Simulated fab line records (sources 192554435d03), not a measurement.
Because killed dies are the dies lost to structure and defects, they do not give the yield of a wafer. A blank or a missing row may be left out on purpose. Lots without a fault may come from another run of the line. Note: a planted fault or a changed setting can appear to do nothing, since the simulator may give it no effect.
fab line records	flow n5Finfet
record: lots: 8	wafers: 22	lastDay: 19
route steps=1938 shown MOL_CONTACT_COAG@586 BEOL_M4@1111
lots untouched by any fault: they come from a run of this same line in which no faults occurred
startH: hours from the record's opening day to when the first of the lot's shown wafers began	waitH: time in hours since the lot's previous step	" as in the row above	L1.1+2: a single row standing in for several wafers	- value missing, or start not given	* or withheld: withheld	< > ~ a bound
route shown NAME@n: NAME is a module with steps in the file, n the number in the route of the first one	usual: the fault-free wafers' mean and standard deviation	same: alike in all rows	chamber/n: place in a boat	sites: each site's reading	_std_site: how widely they spread, as a standard deviation	_edge_site: outer sites' mean less inner sites'	radiusMm: how far each site lies from the wafer's centre	mask NAME#n: copy n	behind: the most recent tool/chamber to have shaped the wafer	hold: reason for holding the lot/hours on hold/outcome of the hold	device: which transistor (n, p or np) failed to switch	end of line: the same wafers' tests at the end of the route	a step given without rows: its recipe and nothing more	killed: at the first sort, the dies lost to defects and structure; wafer yield is something else	map: shows each die of a wafer: x if killed, . if not, _ if none is there
set.NAME: setting as actually run; set.NAME@STEP: the setting as run at that earlier step	model.NAME: the simulator's own value behind a step, which no gauge read
a sample of lots followed through the steps of the route, with each step as a table and each wafer as a row
services: the hour from which a tool's chamber was out of use, counted from the record's first day as startH (under 0 if before that day), plus the number of hours and why
== steps ==
step: N5_MOL_CONTACT_COAG_VIA_ETCH_46
recipe: chemistry: C4F6/O2	targetDepthA: 460	overetchA: 92	maskMaterial: SOC	target: SiO2	biasW: 455	pressureMtorr: 10	timeS: 40	sourceW: 325	Ar_flow_sccm: 300	C4F6_flow_sccm: 10	O2_flow_sccm: 10	ionEnergyEv: 575.3	ends: endPoint
usual: O2_flow_sccm: 10.006/0.028	chamberPressureMTorr: 10.001/0.0086	drypumpMotorCurrentA: 5.9/0.48	oesProductAu: 0.71/0.081	rfVppV: 1595/24	showerheadPlenumPTorr: 2.81/0.091	throttleValvePct: 40.9/0.41
lot.wafer	tool	chamber	startH	waitH	O2_flow_sccm	chamberPressureMTorr	drypumpMotorCurrentA	oesProductAu	rfHoursCounterH	rfVppV	showerheadPlenumPTorr	throttleValvePct
L262.1	rieDiel-01	1	117.48	0.0	9.980	9.991	5.7	0.83	6	1599	2.77	40.5
L262.4	"	2	"	"	10.021	10.003	6.5	0.69	135	1583	2.72	41.2
L262.5	"	1	"	"	9.999	10.001	5.8	0.84	-	1601	2.77	40.5
L263.1	rieDiel-04	3	118.15	0.0	9.979	9.999	5.2	0.65	212	1637	2.70	40.5
L263.4	"	3	"	"	9.998	10.000	5.2	0.64	-	1638	2.70	40.5
L263.5	"	1	"	"	10.000	9.998	6.4	0.62	-	1625	2.93	41.2
L274.1	rieDiel-03	3	188.77	0.0	10.009	9.994	6.5	0.64	209	1580	2.91	41.2
L274.6	"	3	"	"	9.944	9.999	6.5	0.64	-	1580	2.91	41.2
L276.3	rieDiel-04	1	200.04	0.0	9.996	10.007	6.4	0.83	8	1624	2.92	40.7
L276.4	"	2	"	"	10.037	10.012	5.6	0.65	191	1632	2.71	41.1
L276.5	"	0	"	"	10.006	9.989	6.0	0.68	-	1577	2.85	41.4
L277.1	rieDiel-01	1	200.85	0.0	9.999	9.987	5.7	0.79	34	1598	2.76	40.5
L277.6	"	0	"	"	9.976	10.012	6.4	0.64	-	1558	2.94	41.5
L278.1	rieDiel-03	0	210.81	0.0	10.001	10.006	5.6	0.61	237	1587	2.70	41.1
L278.2	"	3	"	"	10.018	9.999	6.5	0.64	220	1581	2.90	41.2
L278.6	"	2	"	"	10.036	9.998	5.3	0.68	-	1599	2.74	40.2
L280.1	rieDiel-01	1	222.47	0.0	9.999	10.006	5.8	0.79	41	1600	2.75	40.5
L280.2	"	3	"	"	10.005	10.001	5.9	0.79	49	1583	2.78	40.7
L280.5	"	0	"	"	10.044	9.999	6.5	0.64	-	1555	2.94	41.6
L281.2	rieDiel-03	0	227.91	0.0	9.989	10.008	5.7	0.60	246	1586	2.69	41.1
L281.5	"	2	"	"	10.029	9.994	5.3	0.68	-	1600	2.74	40.2
L281.6	"	3	"	"	10.044	9.982	6.5	0.64	-	1581	2.90	41.2
step: N5_MOL_CONTACT_COAG_ETCH_65
recipe: chemistry: N2/H2	target: underlayer	targetDepthA: 130	maskMaterial: CAR-EUV	timeS: 10.4	ionEnergyEv: 200	pressureMtorr: 30	sourceW: 840	biasW: 150	n2FlowSccm: 200	h2FlowSccm: 200	ends: cleared
usual: chamberPressureMTorr: 30.003/0.027	drypumpMotorCurrentA: 5.8/0.5	etchRfOnTimeS: 10.55/0.19	oesProductAu: 0.66/0.077	rfVppV: 523.0/2.4	showerheadPlenumPTorr: 2.51/0.09	throttleValvePct: 17.85/0.3
lot.wafer	tool	chamber	startH	waitH	chamberPressureMTorr	drypumpMotorCurrentA	etchRfOnTimeS	oesProductAu	rfHoursCounterH	rfVppV	showerheadPlenumPTorr	throttleValvePct
L262.1	rieDiel-03	3	118.57	0.0	29.988	6.5	10.60	0.63	187	525.4	2.64	17.97
L262.4	"	0	"	"	29.982	5.6	10.64	0.59	205	520.6	2.44	17.96
L262.5	"	1	"	"	29.980	5.2	10.53	0.60	-	525.1	2.62	17.90
L263.1	rieDiel-04	3	119.08	0.0	30.009	5.2	10.54	0.61	212	519.2	2.40	17.64
L263.4	"	3	"	"	30.005	5.2	10.59	0.61	-	521.4	2.40	17.65
L263.5	"	0	"	"	30.013	6.0	10.50	0.67	-	522.2	2.56	18.24
L274.1	rieDiel-04	0	190.93	0.0	29.967	6.0	7.51	0.78	135	524.6	2.55	18.32
L274.6	"	1	"	"	30.028	6.4	10.55	0.80	-	525.3	2.61	17.55
L276.3	rieDiel-04	0	201.01	0.0	29.993	6.0	10.53	0.64	140	524.2	2.55	18.30
L276.4	"	2	"	"	30.005	5.6	10.37	0.62	192	520.7	2.42	18.07
L276.5	"	0	"	"	30.036	6.0	7.67	0.78	-	523.5	2.55	18.32
L277.1	rieDiel-04	1	201.79	0.0	29.964	6.4	7.51	0.96	8	526.4	2.61	17.60
L277.6	"	2	"	"	30.006	5.6	10.29	0.62	-	521.5	2.42	18.11
L278.1	rieDiel-03	2	211.94	0.0	29.964	5.3	10.41	0.66	135	519.9	2.44	17.56
L278.2	"	1	"	"	29.988	5.2	10.59	0.82	3	526.3	2.61	17.47
L278.6	"	1	"	"	29.997	5.2	10.60	0.82	-	526.7	2.61	17.46
L280.1	rieDiel-01	2	223.43	0.0	30.042	6.6	10.37	0.64	165	521.4	2.43	18.36
L280.2	"	1	"	"	30.011	5.7	10.18	0.75	41	522.3	2.48	17.83
L280.5	"	0	"	"	29.977	6.4	10.62	0.60	-	526.8	2.61	18.07
L281.2	rieDiel-03	3	228.72	0.0	29.978	6.5	10.71	0.60	223	526.0	2.63	18.05
L281.5	"	1	"	"	30.043	5.2	10.65	0.79	-	524.1	2.61	17.48
L281.6	"	2	"	"	30.014	5.3	10.30	0.66	-	520.8	2.44	17.55
step: N5_MOL_CONTACT_COAG_ETCH_66
recipe: chemistry: CF4	target: SiARC	targetDepthA: 130	maskMaterial: CAR-EUV	timeS: 21.7	ionEnergyEv: 80	pressureMtorr: 40	sourceW: 545	biasW: 36	Ar_flow_sccm: 100	cf4FlowSccm: 100	ends: cleared
usual: chamberPressureMTorr: 40.00/0.036	drypumpMotorCurrentA: 5.8/0.5	etchRfOnTimeS: 22.1/0.36	oesProductAu: 0.65/0.077	rfVppV: 183.7/1.3	showerheadPlenumPTorr: 2.12/0.069	throttleValvePct: 15.59/0.28
lot.wafer	tool	chamber	startH	waitH	chamberPressureMTorr	drypumpMotorCurrentA	etchRfOnTimeS	oesProductAu	rfHoursCounterH	rfVppV	showerheadPlenumPTorr	throttleValvePct
L262.1	rieDiel-03	3	118.59	0.0	39.96	6.5	22.1	0.62	187	183.9	2.21	15.59
L262.4	"	0	"	"	39.97	5.6	22.2	0.59	205	182.5	2.04	15.63
L262.5	"	1	"	"	39.98	5.2	21.9	0.60	-	185.5	2.20	15.62
L263.1	rieDiel-04	3	119.10	0.0	39.94	5.2	22.5	0.60	212	182.5	2.03	15.50
L263.4	"	3	"	"	39.99	5.2	22.1	0.61	-	181.7	2.03	15.47
L263.5	"	0	"	"	40.09	6.0	22.0	0.67	-	184.2	2.16	15.94
L274.1	rieDiel-04	0	190.95	0.0	40.01	6.0	22.0	0.64	135	185.1	2.15	15.99
L274.6	"	1	"	"	39.98	6.4	22.0	0.80	-	185.9	2.18	15.15
L276.3	rieDiel-04	0	201.03	0.0	39.95	6.0	22.2	0.64	140	184.7	2.15	16.01
L276.4	"	2	"	"	40.04	5.6	22.0	0.62	192	183.0	2.05	15.90
L276.5	"	0	"	"	39.96	6.0	22.1	0.63	-	185.6	2.15	16.00
L277.1	rieDiel-04	1	201.81	0.0	39.97	6.4	22.3	0.78	8	185.1	2.18	15.16
L277.6	"	2	"	"	39.99	5.6	21.9	0.61	-	182.0	2.05	15.91
L278.1	rieDiel-03	2	211.96	0.0	40.02	5.3	22.1	0.65	135	182.8	2.06	15.34
L278.2	"	1	"	"	40.04	5.2	22.3	0.83	3	185.6	2.19	15.14
L278.6	"	1	"	"	39.97	5.2	22.2	0.83	-	184.5	2.19	15.14
L280.1	rieDiel-01	2	223.45	0.0	39.99	6.6	21.8	0.64	165	181.9	2.06	16.02
L280.2	"	1	"	"	39.98	5.7	21.3	0.75	41	184.1	2.09	15.62
L280.5	"	0	"	"	40.00	6.5	22.4	0.59	-	185.3	2.21	15.96
L281.2	rieDiel-03	3	228.74	0.0	39.97	6.5	22.5	0.59	223	184.5	2.20	15.67
L281.5	"	1	"	"	39.99	5.2	22.5	0.79	-	186.5	2.19	15.18
L281.6	"	2	"	"	40.02	5.3	21.9	0.64	-	182.2	2.06	15.34
step: N5_MOL_CONTACT_COAG_VIA_ETCH_117
recipe: chemistry: C4F6/O2	targetDepthA: 400	overetchA: 80	maskMaterial: SOC	target: SiO2	biasW: 455	pressureMtorr: 10	timeS: 26	sourceW: 325	Ar_flow_sccm: 300	C4F6_flow_sccm: 10	O2_flow_sccm: 10	ionEnergyEv: 575.3	ends: endPoint
usual: O2_flow_sccm: 10.005/0.026	chamberPressureMTorr: 10.000/0.0096	drypumpMotorCurrentA: 5.9/0.48	oesProductAu: 0.71/0.074	rfVppV: 1593/22	showerheadPlenumPTorr: 2.80/0.09	throttleValvePct: 41.1/0.41
lot.wafer	tool	chamber	startH	waitH	O2_flow_sccm	chamberPressureMTorr	drypumpMotorCurrentA	oesProductAu	rfHoursCounterH	rfVppV	showerheadPlenumPTorr	throttleValvePct
L262.1	rieDiel-03	2	119.01	0.0	9.965	9.992	5.3	0.71	101	1602	2.76	40.3
L262.4	"	3	"	"	10.014	10.001	6.5	0.67	187	1580	2.92	41.4
L262.5	"	1	"	"	10.018	9.997	5.2	0.64	-	1595	2.92	41.2
L263.1	rieDiel-03	2	119.53	0.0	9.994	9.987	5.3	0.71	101	1602	2.76	40.3
L263.4	"	0	"	"	9.974	9.990	5.7	0.63	205	1587	2.71	41.2
L263.5	"	1	"	"	10.055	9.988	5.2	0.63	-	1596	2.92	41.2
L274.1	rieDiel-01	0	191.41	0.0	9.984	9.995	6.4	0.65	193	1555	2.94	41.7
L274.6	"	0	"	"	10.001	10.010	6.4	0.65	-	1558	2.94	41.7
L276.3	rieDiel-01	0	201.49	0.0	10.021	10.000	6.5	0.65	199	1556	2.94	41.7
L276.4	"	3	"	"	9.997	10.000	5.9	0.80	-	1583	2.79	40.9
L276.5	"	0	"	"	10.006	10.005	6.4	0.65	-	1556	2.94	41.7
L277.1	rieDiel-04	0	202.30	0.0	10.032	10.003	6.0	0.68	140	1578	2.85	41.6
L277.6	"	0	"	"	10.024	10.017	6.0	0.68	-	1579	2.85	41.5
L278.1	rieDiel-01	0	212.39	0.0	10.056	9.993	6.4	0.64	203	1555	2.94	41.7
L278.2	"	2	"	"	9.993	10.019	6.6	0.68	159	1583	2.71	41.4
L278.6	"	1	"	"	10.020	9.989	5.8	0.78	-	1598	2.76	40.7
L280.1	rieDiel-01	1	223.87	0.0	10.023	10.013	5.8	0.78	41	1601	2.75	40.7
L280.2	"	2	"	"	10.005	10.013	6.6	0.67	165	1582	2.71	41.4
L280.5	"	2	"	"	10.040	10.000	6.6	0.68	-	1581	2.71	41.4
L281.2	rieDiel-03	2	229.17	0.0	9.972	10.000	5.3	0.68	143	1599	2.74	40.4
L281.5	"	2	"	"	9.978	10.003	5.3	0.67	-	1600	2.74	40.4
L281.6	"	3	"	"	9.952	10.002	6.5	0.64	-	1581	2.90	41.4
step: N5_BEOL_M4_RC_MEAS_101
usual: DIBL_N: 35.8/1.7	DIBL_P: 35.3/2	IOFF_N: 0.150/0.026	IOFF_P: 0.194/0.029	ION_N: 667/11	ION_P: 456/7.1	SS_N: 71.4/0.65	SS_P: 73.1/0.64	VT_N: 251/3	VT_P: -252/3.2
lot.wafer	tool	chamber	startH	waitH	DIBL_N[mV/V]	DIBL_P[mV/V]	IOFF_N[nA/um]	IOFF_P[nA/um]	ION_N[uA/um]	ION_P[uA/um]	SS_N[mV/dec]	SS_P[mV/dec]	VT_N[mV]	VT_P[mV]
L262.1	prober-02	0	223.98	0.0	36.1	36.4	0.148	0.197	663	452	71.0	73.3	252	-252
L262.4	"	0	"	"	36.0	36.0	0.150	0.196	671	462	71.1	73.4	253	-255
L262.5	"	0	"	"	37.7	37.8	0.173	0.228	666	457	72.4	74.0	247	-250
L263.1	prober-02	0	239.13	0.0	36.3	39.2	0.181	0.208	679	459	71.7	73.6	248	-252
L263.4	"	0	"	"	35.5	38.0	0.148	0.189	659	453	72.0	73.9	249	-253
L263.5	"	0	"	"	35.1	37.0	0.158	0.186	675	458	71.8	72.7	252	-253
L276.3	prober-01	0	313.59	0.3	34.5	34.0	0.121	0.179	650	454	71.1	73.7	254	-250
L276.4	"	0	"	"	34.4	32.9	0.116	0.167	656	451	70.8	72.8	255	-255
L276.5	"	0	"	"	36.1	35.3	0.143	0.204	668	455	71.9	72.8	253	-251
L274.1	prober-01	0	317.67	0.0	38.3	35.3	0.186	0.213	669	456	72.2	73.8	247	-252
L274.6	"	0	"	"	37.8	34.8	0.171	0.199	688	464	72.1	73.1	248	-250
L278.1	prober-02	0	327.20	0.0	36.4	34.8	0.156	0.168	648	436	72.4	73.4	254	-253
L278.2	"	0	"	"	35.6	34.5	0.137	0.160	665	450	71.5	73.4	251	-254
L278.6	"	0	"	"	38.0	37.2	0.190	0.194	679	455	72.3	74.3	248	-253
L277.1	prober-01	0	327.92	0.2	38.3	35.3	0.174	0.187	662	449	72.7	73.4	247	-253
L277.6	"	0	"	"	37.8	36.3	0.165	0.194	672	459	71.2	72.6	249	-252
L280.1	prober-01	0	338.72	0.0	33.6	33.6	0.139	0.173	664	454	70.7	72.6	250	-253
L280.2	"	0	"	"	33.7	32.3	0.123	0.147	652	452	70.9	71.9	254	-257
L280.5	"	0	"	"	33.3	32.0	0.122	0.149	652	445	70.9	72.5	251	-256
L281.2	prober-01	0	344.32	0.2	34.3	34.8	0.117	0.170	668	463	70.9	73.4	255	-253
L281.5	"	0	"	"	36.6	37.6	0.153	0.217	666	458	71.9	73.2	253	-251
L281.6	"	0	"	"	34.5	35.9	0.129	0.184	674	463	71.3	73.1	252	-253
== services ==
tool	chamber	startH	hours	kind
rieDiel-01	0	100.51	13.7	repair
rieDiel-04	2	110.41	45.9	repair
rieDiel-04	-	115.75	0.4	repair
rieDiel-04	1	156.64	-	clean
rieDiel-04	1	156.64	-	consumableReplace:focusRing
rieDiel-04	1	156.64	21.8	scheduledDown
rieDiel-04	1	156.64	21.8	ventCycle
rieDiel-04	0	159.67	9.2	repair
rieDiel-04	3	166.89	6.3	repair
rieDiel-03	1	182.04	-	clean
rieDiel-03	1	182.04	-	consumableReplace:focusRing
rieDiel-03	1	182.04	21.0	scheduledDown
rieDiel-03	1	182.04	21.0	ventCycle
rieDiel-01	2	196.01	16.2	repair
rieDiel-04	3	217.41	-	clean
rieDiel-04	3	217.41	-	consumableReplace:focusRing
rieDiel-04	3	217.41	-	consumableReplace:showerhead
rieDiel-04	3	217.41	30.8	scheduledDown
rieDiel-04	3	217.41	30.8	ventCycle
== key ==
firstSign: step: N5_MOL_CONTACT_COAG_ETCH_65	reading: etchRfOnTimeS	direction: down	sigmas: 16	usual: *	struck: *
effect: step: N5_MOL_CONTACT_COAG_ETCH_65	reading: oesProductAu	direction: up	sigmas: 2.4	usual: 0.66	struck: 0.84	wafersMoved: 1
metAt N5_MOL_CONTACT_COAG_ETCH_65
struckLots L274,L276,L277
struckWafers L274.1,L276.5,L277.1
notActingAt N5_MOL_CONTACT_COAG_VIA_ETCH_46,N5_MOL_CONTACT_COAG_ETCH_66,N5_MOL_CONTACT_COAG_VIA_ETCH_117
onsetBetween 119.08 190.93
fault: kind: processParameterDrift	tool: rieDiel-04	chamber: -	onsetH: 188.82	steps: N5_MOL_CONTACT_COAG_ETCH_65	channel: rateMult	offset: 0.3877	shape: step	endH: 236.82	scope: struckWafersOnly
